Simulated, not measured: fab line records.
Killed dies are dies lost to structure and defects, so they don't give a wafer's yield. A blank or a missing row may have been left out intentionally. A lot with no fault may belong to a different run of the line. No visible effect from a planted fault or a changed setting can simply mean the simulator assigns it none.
fab line records ; flow n5-finfet
[record] lots = 10; wafers = 23; last-day = 17
route steps=1938 shown BEOL_M1@816 BEOL_M4@1111 PASSIVATION@1936
lots untouched by any fault: they come from a run of this same line in which no faults occurred
start-h: the number of hours between the record's first day and the start of the first shown wafer of the lot ; wait-h: hours since the lot's step before ; " same as the row above ; L1.1+2: one row covering several wafers at once ; - no value, or no start was given ; * or withheld: withheld ; < > ~ a bound
route shown NAME@n: names a module that has steps shown in the file, with the first one's number in the route ; usual: average and standard deviation across the fault-free wafers ; same: alike in all rows ; chamber/n: place in a boat ; sites: each site's reading ; _std_site: standard deviation across them ; _edge_site: outer sites' mean less inner sites' ; radius-mm: how far each site lies from the wafer's centre ; mask NAME#n: copy n ; behind: the most recent tool/chamber to have shaped the wafer ; hold: what put the lot on hold/how long, in hours/how the hold closed ; device: names the non-switching transistor (n, p or np) ; end of line: at the end of the route, the tests of the same wafers ; for a step that has no rows: nothing shown but its recipe ; killed: the dies lost at the first sort to structure and to defects; this is not the yield of the wafer ; map: per-die view of a wafer (x killed, . not killed, _ where there is no die)
set.NAME: the setting that was run; set.NAME@STEP: the one run at that earlier step ; model.NAME: the simulator's own value behind a step, which no gauge read
a sample of lots followed through the steps of the route, with each step as a table and each wafer as a row
services: the hour from which a tool's chamber was out of use, counted from the record's first day as start-h (under 0 if before that day), plus the number of hours and why
[[steps]]
[step N5_BEOL_M1_SPUTTER_79]
[recipe] material = Cu; target-thk-a = 45; temp-c = -20; chamber-pressure-pa = 0.07; power-w = withheld; time-s = 8.29
[usual] throttle-valve-pct = 30.0/0.92
lot.wafer;tool;chamber;start-h;wait-h;throttle-valve-pct
L777.1;pvd-sputter-02;-;137.08;0.1;29.3
L777.4;pvd-sputter-02;-;137.08;0.1;30.1
L779.2;pvd-sputter-03;-;142.70;0.1;31.7
L779.5;pvd-sputter-03;-;142.70;0.1;31.8
L784.2;pvd-sputter-01;-;174.70;0.1;30.0
L784.5;pvd-sputter-01;-;174.70;0.1;30.3
L784.6;pvd-sputter-01;-;174.70;0.1;29.2
L786.1;pvd-sputter-03;-;185.27;0.1;31.6
L786.2;pvd-sputter-03;-;185.27;0.1;29.1
L787.3;pvd-sputter-03;-;198.40;0.1;31.7
L787.6;pvd-sputter-03;-;198.40;0.1;29.4
L790.3;pvd-sputter-03;-;213.46;0.1;29.9
L790.6;pvd-sputter-03;-;213.46;0.1;31.5
L788.1;pvd-sputter-02;-;218.62;0.1;29.3
L788.4;pvd-sputter-02;-;218.62;0.1;30.9
L789.2;pvd-sputter-03;-;220.78;0.1;29.2
L789.4;pvd-sputter-03;-;220.78;0.1;29.8
L799.4;pvd-sputter-02;-;262.47;0.1;30.4
L799.5;pvd-sputter-02;-;262.47;0.1;30.1
L799.6;pvd-sputter-02;-;262.47;0.1;31.2
L800.1;pvd-sputter-01;-;273.63;0.1;29.1
L800.4;pvd-sputter-01;-;273.63;0.1;30.2
L800.5;pvd-sputter-01;-;273.63;0.1;30.2
[step N5_BEOL_M1_ANNEAL_82]
[recipe] temp-c = 400; time-s = 240; ambient = vacuum
[usual] heater-power-w = 825/59; susceptor-temp-C = 399.99/0.24
lot.wafer;tool;chamber;start-h;wait-h;heater-power-w;susceptor-temp-C
L777.1;pvd-sputter-02;-;137.38;0.0;758;399.68
L777.4;pvd-sputter-02;-;137.38;0.0;697;399.81
L779.2;pvd-sputter-03;-;143.00;0.0;837;400.33
L779.5;pvd-sputter-03;-;143.00;0.0;886;400.17
L784.2;pvd-sputter-01;-;175.00;0.0;792;399.81
L784.5;pvd-sputter-01;-;175.00;0.0;782;399.54
L784.6;pvd-sputter-01;-;175.00;0.0;904;400.19
L786.1;pvd-sputter-03;-;185.57;0.0;853;400.18
L786.2;pvd-sputter-03;-;185.57;0.0;823;400.00
L787.3;pvd-sputter-03;-;198.70;0.0;874;399.83
L787.6;pvd-sputter-03;-;198.70;0.0;822;399.49
L790.3;pvd-sputter-03;-;213.76;0.0;828;399.69
L790.6;pvd-sputter-03;-;213.76;0.0;857;400.27
L788.1;pvd-sputter-02;-;218.92;0.0;854;399.66
L788.4;pvd-sputter-02;-;218.92;0.0;895;400.07
L789.2;pvd-sputter-03;-;221.08;0.0;816;399.45
L789.4;pvd-sputter-03;-;221.08;0.0;792;399.65
L799.4;pvd-sputter-02;-;262.77;0.0;727;399.77
L799.5;pvd-sputter-02;-;262.77;0.0;696;399.67
L799.6;pvd-sputter-02;-;262.77;0.0;890;399.60
L800.1;pvd-sputter-01;-;273.93;0.0;863;399.96
L800.4;pvd-sputter-01;-;273.93;0.0;789;400.17
L800.5;pvd-sputter-01;-;273.93;0.0;893;400.52
[step N5_BEOL_M1_ANNEAL_89]
[recipe] temp-c = 400; time-s = 240; ambient = vacuum
[usual] heater-power-w = 825/57; susceptor-temp-C = 400.01/0.23
lot.wafer;tool;chamber;start-h;wait-h;heater-power-w;susceptor-temp-C
L777.1;pvd-sputter-02;-;137.82;0.0;738;400.13
L777.4;pvd-sputter-02;-;137.82;0.0;716;399.95
L779.2;pvd-sputter-03;-;143.44;0.0;825;399.92
L779.5;pvd-sputter-03;-;143.44;0.0;876;399.89
L784.2;pvd-sputter-01;-;175.44;0.0;770;399.84
L784.5;pvd-sputter-01;-;175.44;0.0;767;400.18
L784.6;pvd-sputter-01;-;175.44;0.0;857;399.98
L786.1;pvd-sputter-03;-;186.01;0.0;850;399.50
L786.2;pvd-sputter-03;-;186.01;0.0;800;399.89
L787.3;pvd-sputter-03;-;199.14;0.0;848;399.74
L787.6;pvd-sputter-03;-;199.14;0.0;816;400.45
L790.3;pvd-sputter-03;-;214.20;0.0;794;399.91
L790.6;pvd-sputter-03;-;214.20;0.0;858;400.08
L788.1;pvd-sputter-02;-;219.36;0.0;839;400.49
L788.4;pvd-sputter-02;-;219.36;0.0;887;399.70
L789.2;pvd-sputter-03;-;221.52;0.0;833;400.31
L789.4;pvd-sputter-03;-;221.52;0.0;802;399.92
L799.4;pvd-sputter-02;-;263.21;0.0;709;400.15
L799.5;pvd-sputter-02;-;263.21;0.0;723;400.56
L799.6;pvd-sputter-02;-;263.21;0.0;906;400.04
L800.1;pvd-sputter-01;-;274.37;0.0;871;400.33
L800.4;pvd-sputter-01;-;274.37;0.0;772;400.07
L800.5;pvd-sputter-01;-;274.37;0.0;877;400.05
[step N5_BEOL_M1_ANNEAL_51]
[recipe] temp-c = 225; time-s = 90; ambient = N2
[usual] anneal-temp-c = 225.01/0.16; anneal-temp-c-max = 226.7/0.38; wafer_temp_C_max = 226.1/0.51
lot.wafer;tool;chamber;start-h;wait-h;anneal-temp-c;anneal-temp-c-max;wafer_temp_C_max
L777.1;rtp-anneal-02;0;138.91;0.2;224.98;226.2;226.1
L777.4;rtp-anneal-02;0;138.91;0.2;224.90;226.1;226.3
L779.2;rtp-anneal-01;0;145.68;1.3;224.80;226.7;225.9
L779.5;rtp-anneal-01;0;145.68;1.3;224.93;226.8;225.9
L784.2;rtp-anneal-02;0;176.48;0.1;224.78;226.1;226.8
L784.5;rtp-anneal-02;0;176.48;0.1;224.86;226.3;226.4
L784.6;rtp-anneal-02;0;176.48;0.1;224.90;226.4;226.4
L786.1;rtp-anneal-02;0;187.00;0.1;225.24;226.6;226.1
L786.2;rtp-anneal-02;0;187.00;0.1;225.03;226.9;226.6
L787.3;rtp-anneal-02;0;200.84;0.8;224.81;226.2;226.7
L787.6;rtp-anneal-02;0;200.84;0.8;225.11;226.8;226.6
L790.3;rtp-anneal-01;0;215.29;0.1;224.94;226.7;225.5
L790.6;rtp-anneal-01;0;215.29;0.1;225.00;226.9;225.6
L788.1;rtp-anneal-02;0;220.36;0.1;224.98;226.5;226.2
L788.4;rtp-anneal-02;0;220.36;0.1;224.98;226.6;227.1
L789.2;rtp-anneal-02;0;222.56;0.1;225.03;227.1;226.5
L789.4;rtp-anneal-02;0;222.56;0.1;224.98;226.6;226.2
L799.4;rtp-anneal-02;-;264.54;0.4;-;-;-
L799.5;rtp-anneal-02;-;264.54;0.4;-;-;-
L799.6;rtp-anneal-02;-;264.54;0.4;-;-;-
L800.1;rtp-anneal-02;-;275.88;0.6;-;-;-
L800.4;rtp-anneal-02;-;275.88;0.6;-;-;-
L800.5;rtp-anneal-02;-;275.88;0.6;-;-;-
[step N5_BEOL_M1_CMP_52]
[recipe] stop-on = SiOC; t-overpolish-s = 6.8; down-force-psi = 1; platen-rpm = 50; clearing-platen-down-force-psi = 1.5; clearing-platen-rpm = 50; post-cmp-clean = cu-alkaline; target-thk-nm = 40; clearing-platen-pad-velocity-m-s = 0.99484; pad-velocity-m-s = 0.99484
[usual] barrier-field-endpoint-s = 24.7/0.89; motor-current-A = 6.1/0.82; overpolish-run-s = 6.800/0.0093; time-to-endpoint-s = 62/4.9
lot.wafer;tool;chamber;start-h;wait-h;barrier-field-endpoint-s;motor-current-A;overpolish-run-s;time-to-endpoint-s
L777.4;cmp-01;0;139.25;0.2;24.2;6.4;6.805;58
L777.1;cmp-01;1;139.25;0.2;24.9;7.2;6.809;62
L779.2;cmp-02;2;146.00;0.3;24.4;5.7;6.793;70
L779.5;cmp-02;0;146.00;0.3;25.6;5.8;6.791;65
L784.2;cmp-02;0;176.82;0.3;25.4;5.8;6.813;67
L784.5;cmp-02;2;176.82;0.3;26.0;5.7;6.802;72
L784.6;cmp-02;3;176.82;0.3;24.1;6.0;6.792;56
L786.1;cmp-03;3;187.34;0.3;23.6;5.9;6.799;59
L786.2;cmp-03;1;187.34;0.3;25.3;5.3;6.796;68
L787.3;cmp-01;1;201.09;0.2;25.1;7.5;6.798;65
L787.6;cmp-01;1;201.09;0.2;25.4;7.7;6.791;64
L790.3;cmp-03;0;215.49;0.2;23.2;7.9;6.813;58
L790.6;cmp-03;1;215.49;0.2;25.0;5.5;6.801;70
L788.4;cmp-02;0;220.65;0.1;24.1;6.0;6.795;62
L788.1;cmp-02;1;220.65;0.1;23.8;5.0;6.807;57
L789.2;cmp-03;1;222.81;0.2;26.4;5.6;6.804;71
L789.4;cmp-03;0;222.81;0.2;25.1;7.4;6.789;61
L799.4;cmp-03;1;264.92;0.3;30.9;5.6;6.819;82
L799.6;cmp-03;3;264.92;0.3;29.2;5.6;6.795;81
L799.5;cmp-03;0;264.92;0.3;28.8;7.6;6.805;81
L800.4;cmp-01;3;276.26;0.2;30.6;6.8;6.805;81
L800.1;cmp-01;0;276.26;0.2;28.4;6.5;6.786;80
L800.5;cmp-01;2;276.26;0.2;29.9;5.5;6.799;82
[step N5_BEOL_M4_RC_MEAS_101]
[usual] COMB_M1 = 5.7e-11/1.3e-11; COMB_M1_max_site = 8.3e-11/2.2e-11; DIBL_N = 36.0/2; DIBL_P = 35.9/2.5; IOFF_N = 0.16/0.038; IOFF_P = 0.21/0.04; ION_N = 675/14; ION_P = 462/9.4; SS_N = 71.5/0.75; SS_P = 73.2/0.74; VT_N = 250/3.9; VT_P = -251/3.2
lot.wafer;tool;chamber;start-h;wait-h;COMB_M1[S/m];COMB_M1_max_site[S/m];DIBL_N[mV/V];DIBL_P[mV/V];IOFF_N[nA/um];IOFF_P[nA/um];ION_N[uA/um];ION_P[uA/um];SS_N[mV/dec];SS_P[mV/dec];VT_N[mV];VT_P[mV]
L777.1;prober-01;0;166.62;0.0;6.6e-11;8.8e-11;37.7;35.8;0.20;0.20;667;455;72.2;72.8;249;-252
L777.4;prober-01;0;166.62;0.0;5.4e-11;9.9e-11;36.3;33.6;0.16;0.16;675;452;71.1;72.4;250;-255
L779.2;prober-01;0;178.60;0.2;4.1e-11;4.7e-11;40.0;37.8;0.23;0.28;690;468;72.1;74.2;242;-246
L779.5;prober-01;0;178.60;0.2;5.9e-11;7.9e-11;32.6;30.3;0.12;0.18;679;474;69.8;72.2;249;-251
L784.2;prober-01;0;205.27;0.2;6.8e-11;9.1e-11;34.7;33.1;0.14;0.18;668;461;71.0;72.9;250;-253
L784.5;prober-01;0;205.27;0.2;5.3e-11;7.7e-11;35.0;34.7;0.15;0.20;675;464;71.1;73.1;249;-250
L784.6;prober-01;0;205.27;0.2;3.4e-11;4.1e-11;37.0;35.0;0.18;0.20;661;456;73.0;73.8;249;-250
L786.1;prober-01;0;216.26;0.0;4.5e-11;6.5e-11;35.4;34.6;0.14;0.15;656;445;71.9;72.7;252;-257
L786.2;prober-01;0;216.26;0.0;6.3e-11;7.1e-11;37.5;39.3;0.18;0.25;675;459;71.5;73.4;247;-250
L787.3;prober-02;0;229.54;0.3;3.9e-11;8.3e-11;35.7;36.2;0.15;0.21;659;460;71.7;73.8;252;-251
L787.6;prober-02;0;229.54;0.3;4.7e-11;7.4e-11;36.6;37.1;0.18;0.20;673;457;71.1;72.8;246;-251
L790.3;prober-01;0;243.21;0.3;5.3e-11;7e-11;37.8;37.0;0.22;0.23;678;454;72.3;73.3;245;-250
L790.6;prober-01;0;243.21;0.3;4.1e-11;5.3e-11;35.9;37.3;0.17;0.24;665;459;71.3;73.5;249;-245
L788.1;prober-02;0;249.46;0.0;6.7e-11;1.14e-10;33.3;33.2;0.11;0.15;661;450;71.0;72.3;254;-255
L788.4;prober-02;0;249.46;0.0;6.5e-11;7.9e-11;36.6;37.3;0.16;0.19;656;446;72.3;74.1;253;-255
L789.2;prober-01;0;249.63;0.2;4e-11;4.8e-11;33.6;33.9;0.11;0.16;669;461;71.3;72.5;254;-254
L789.4;prober-01;0;249.63;0.2;5e-11;6.5e-11;37.2;37.7;0.18;0.20;682;460;71.8;73.6;248;-254
L799.4;prober-01;0;301.23;0.5;5.8e-11;~0.0014286;31.3;31.3;0.09;0.14;654;460;70.0;71.0;255;-255
L799.5;prober-01;0;301.23;0.5;1.14e-10;~0.0014286;34.7;35.0;0.12;0.17;664;460;71.2;72.7;254;-253
L799.6;prober-01;0;301.23;0.5;1.04e-10;~0.0014286;33.0;31.9;0.11;0.15;663;464;70.9;71.9;258;-256
L800.1;prober-01;0;311.30;0.0;~0.0014286;~0.0014286;39.6;38.5;0.22;0.24;670;453;72.7;74.2;245;-251
L800.5;prober-01;0;311.30;0.0;~0.0014286;~0.0014286;39.1;37.9;0.21;0.22;679;454;73.5;73.3;246;-250
// sites COMB_M1 radius-mm=0,75,75,75,75,140,140,140,140
L777.1 5.7e-11 6.2e-11 4.1e-11 8.8e-11 7.5e-11 6.9e-11 7.3e-11 6.2e-11 6.6e-11
L779.2 4.1e-11 4.5e-11 4.1e-11 4.3e-11 3.8e-11 3.2e-11 3.2e-11 4.7e-11 2.7e-11
L784.2 6.4e-11 7e-11 6.8e-11 7.1e-11 4.4e-11 3.7e-11 9.1e-11 8e-11 6.1e-11
L786.1 4.5e-11 2.8e-11 4e-11 6.5e-11 4.9e-11 4.3e-11 4.7e-11 4.5e-11 4.2e-11
L787.3 3.5e-11 3.3e-11 3.5e-11 4.4e-11 6.6e-11 8.3e-11 3.8e-11 6.7e-11 3.9e-11
L790.3 5.3e-11 5.5e-11 3e-11 6.7e-11 3.2e-11 5.7e-11 3.9e-11 7e-11 4.2e-11
L788.1 5.8e-11 1.14e-10 6.1e-11 7e-11 6.4e-11 8.1e-11 6.6e-11 9.5e-11 6.7e-11
L789.2 4.2e-11 3.2e-11 4.1e-11 4.7e-11 3.1e-11 2.9e-11 2.5e-11 4e-11 4.8e-11
[step N5_PASSIVATION_PROBE_49]
[usual] defect-limited-yield = 91.3/1.5; killed_at_M0_to_M3 = 33/12; killed_at_M4_up = 15/5.2; killed-at-contacts = 12/5.1; killed-at-front-end = 39/11; killed-at-other = 5/3.6; killed-dies = 103/18; killed-open = 67/13; killed-short = 33/7.8; sort_bin_5_function = 5.1/0.96; sort_bin_6_memory = 3.2/0.71; sort_bin_8_speed = 0.01/0.063; sort-n-pass = 1077/18; sort-yield-pct = 91.3/1.5
[same] gross-dies = 1180; killed-at-back-side = 0; sort_bin_4_leakage[%] = 0
lot.wafer;tool;chamber;start-h;wait-h;defect-limited-yield[%];killed_at_M0_to_M3;killed_at_M4_up;killed-at-contacts;killed-at-front-end;killed-at-other;killed-dies;killed-open;killed-short;sort_bin_5_function[%];sort_bin_6_memory[%];sort_bin_8_speed[%];sort-n-pass;sort-yield-pct[%]
L799.4;prober-01;-;401.02;0.2;43.8;596;7;8;48;4;663;54;38;5.1;2.9;0;517;43.8
L799.5;prober-01;-;401.07;0.2;43.2;599;14;6;43;8;670;60;36;5.2;3.1;0;510;43.2
L799.6;prober-01;-;401.12;0.3;49.9;506;10;18;47;10;591;87;38;6.5;4.2;0;589;49.9
L800.1;prober-02;-;415.93;0.0;52.7;482;9;30;30;7;558;76;29;5.2;3.4;0;622;52.7
L800.4;prober-02;-;416.08;0.2;38.5;627;13;24;58;4;726;66;41;4.9;4.0;0;454;38.5
L800.5;prober-02;-;416.13;0.2;42.0;605;14;18;46;1;684;97;34;6.9;3.8;0;496;42.0
// killed by level:class
L799.4 BEOL_M1:area-cmp=566 FIN_SAQP:geometric-particle:short=14 STI_FIN_REVEAL:geometric-particle:open=12 FIN_SAQP:geometric-particle:open=10 BEOL_M0_SAQP:geometric-particle:short=8 BEOL_M3:geometric-particle:open=8 BEOL_M0_SAQP:geometric-particle:open=7 MOL_CONTACT_COAG:geometric-particle:open=5
L799.5 BEOL_M1:area-cmp=572 STI_FIN_REVEAL:geometric-particle:open=10 FIN_SAQP:geometric-particle:short=8 BEOL_M0_SAQP:geometric-particle:open=7 MOL_CONTACT_COAG:geometric-particle:open=6 BEOL_M3:geometric-particle:open=6 FIN_SAQP:geometric-particle:open=5 BEOL_M2:geometric-particle:open=5
L799.6 BEOL_M1:area-cmp=460 BEOL_M2:geometric-particle:open=14 MOL_CONTACT_COAG:geometric-particle:open=13 STI_FIN_REVEAL:geometric-particle:open=11 BEOL_M1:geometric-particle:open=7 FIN_SAQP:geometric-particle:open=6 ILD0:geometric-particle:short=6 BEOL_M0_SAQP:geometric-particle:short=6
L800.1 BEOL_M1:area-cmp=451 MOL_CONTACT_COAG:geometric-particle:open=26 BEOL_M3:geometric-particle:open=10 BEOL_M0_SAQP:geometric-particle:short=7 BEOL_M0_SAQP:geometric-particle:open=7 STI_FIN_REVEAL:geometric-particle:open=5 FIN_SAQP:geometric-particle:open=4 ILD0:geometric-particle:open=4
L800.4 BEOL_M1:area-cmp=600 HKMG_FIN:area-etch=18 MOL_CONTACT_COAG:geometric-particle:open=17 FIN_SAQP:geometric-particle:short=8 MOL_CONTACT_COAG:geometric-particle:short=7 BEOL_M0_SAQP:geometric-particle:open=7 STI_FIN_REVEAL:geometric-particle:open=6 GATE_CUT:geometric-particle:short=6
L800.5 BEOL_M1:area-cmp=552 BEOL_M0_SAQP:geometric-particle:open=21 FIN_SAQP:geometric-particle:open=18 MOL_CONTACT_COAG:geometric-particle:open=16 BEOL_M3:geometric-particle:open=12 BEOL_M0_SAQP:geometric-particle:short=8 FIN_SAQP:geometric-particle:short=6 STI_FIN_REVEAL:geometric-particle:open=6
[[services]]
tool;chamber;start-h;hours;kind
cmp-03;-;139.32;4.0;pm
rtp-anneal-02;-;141.32;4.7;pm
cmp-03;-;143.32;-;consumable-replace:conditioner
cmp-03;-;143.32;-;consumable-replace:pad
pvd-sputter-02;-;166.21;1.9;repair
cmp-02;-;169.22;0.3;repair
cmp-01;-;170.88;0.9;repair
cmp-01;-;175.34;1.2;repair
cmp-02;-;180.72;4.0;pm
cmp-01;-;181.64;5.3;repair
cmp-02;-;184.72;-;consumable-replace:conditioner
cmp-02;-;184.72;-;consumable-replace:pad
pvd-sputter-03;-;186.93;2.6;repair
cmp-01;-;189.61;2.0;repair
cmp-03;-;192.54;2.2;repair
cmp-03;-;202.26;2.2;repair
cmp-02;-;206.20;2.5;repair
cmp-03;-;220.39;0.8;repair
cmp-01;-;248.37;4.8;pm
cmp-02;-;255.23;2.4;repair
cmp-02;-;259.41;8.9;repair
rtp-anneal-01;-;275.01;1.8;pm
[[key]]
[first-sign] step = N5_BEOL_M1_ANNEAL_51; reading = tool-record; direction = missing
[effect] step = N5_BEOL_M1_CMP_52; reading = barrier-field-endpoint-s; direction = up; sigmas = 5.6; usual = 24.7; struck = 29.6
[effect] step = N5_BEOL_M4_RC_MEAS_101; reading = COMB_M1; direction = up; sigmas = 99+; usual = 5.7e-11; struck = ~0.00057143; wafers-moved = 4
[effect] step = N5_BEOL_M4_RC_MEAS_101; reading = COMB_M1_max_site; direction = up; sigmas = 99+; usual = 8.3e-11; struck = ~0.0014286
[effect] step = N5_PASSIVATION_PROBE_49; reading = killed_at_M0_to_M3; direction = up; sigmas = 45; usual = 33; struck = 569
[more-kills-born-at] N5_BEOL_M1_CMP_52@cmp-01 = 1603; N5_BEOL_M1_CMP_52@cmp-03 = 1598
met-at N5_BEOL_M1_ANNEAL_51
struck-lots L799,L800
later-rows-left-out L800.4
[baseline-loss] step = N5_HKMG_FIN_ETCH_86; wafers = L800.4
not-acting-at N5_BEOL_M1_SPUTTER_79,N5_BEOL_M1_ANNEAL_82,N5_BEOL_M1_ANNEAL_89
onset-between 222.56 264.54
[fault] kind = skipped-step-whole; tool = rtp-anneal-02; chamber = -; onset-h = 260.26; steps = N5_BEOL_M1_ANNEAL_51; scope = struck-lots-only
// later-rows-left-out: the simulator's readings of these wafers behind a module that went badly wrong aren't trusted and aren't shown, but for the sort
// baseline-loss: these wafers lose ten dies or more at that step, a loss of the line's own and not of a fault; the sort's usual values leave them out
